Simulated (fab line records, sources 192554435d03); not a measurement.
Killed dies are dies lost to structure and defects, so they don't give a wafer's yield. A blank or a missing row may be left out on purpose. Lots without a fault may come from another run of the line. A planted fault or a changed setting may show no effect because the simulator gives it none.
Chamber matching | flow n5_finfet | N5_BEOL_M6_PECVD_70 on pecvd-03: 3 sister chambers
The step deposits SiO2 from TEOS/O2, target thk 20 nm, time 22.7 s. 6 wafers are shown with their chamber, then 12 later ones without.

WAFERS WITH THEIR CHAMBER
wafer  | chamber | showerhead_plenum_p_Torr (Torr) | heater_power_w (W)
L087.5 | 2       | 8.93                            | 721
L089.4 | 1       | 8.80                            | 696
L089.5 | 2       | 8.93                            | 670
L091.2 | 0       | 8.90                            | 866
L091.3 | 1       | 8.83                            | 718
L091.6 | 0       | 8.90                            | 873

WAFERS WITHOUT THEIR CHAMBER
wafer  | showerhead_plenum_p_Torr (Torr) | heater_power_w (W)
L092.1 | 8.83                            | 630
L092.2 | 8.93                            | 711
L092.3 | 8.90                            | 811
L093.3 | 8.87                            | 860
L093.4 | 8.92                            | 625
L093.6 | 8.90                            | 869
L095.2 | 8.89                            | 769
L095.3 | 8.92                            | 695
L095.4 | 8.89                            | 729
L097.3 | 8.92                            | 857
L097.5 | 8.91                            | 868
L097.6 | 8.81                            | 672

WHICH CHAMBER EACH WENT THROUGH
wafer  | from the rows above     | in truth
L092.1 | 1                       | 1
L092.2 | 2                       | 2
L092.3 | 0                       | 0
L093.3 | 0                       | 0
L093.4 | 2                       | 2
L093.6 | 0                       | 0
L095.2 | can't be placed: 0 or 2 | 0
L095.3 | 2                       | 2
L095.4 | 2                       | 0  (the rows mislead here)
L097.3 | 0                       | 0
L097.5 | 0                       | 0
L097.6 | 1                       | 1
Placed correctly: 10 of 12. Can't be placed from these rows: 1 (the true chamber is among the candidates in 1). Placed wrongly: 1.
How it was worked out, from the rows above alone: a wafer's distance from a chamber is the root of the sum, over the readings, of the square of ((its reading less the chamber's mean) divided by the reading's scatter). The wafer belongs to the nearest chamber; if the next one is less than 2 further off, it can't be placed. A chamber's mean is the mean of its shown wafers. The scatter: the root of (the sum of the squares of (reading less its chamber's mean) over the shown wafers, divided by (wafers less chambers)).
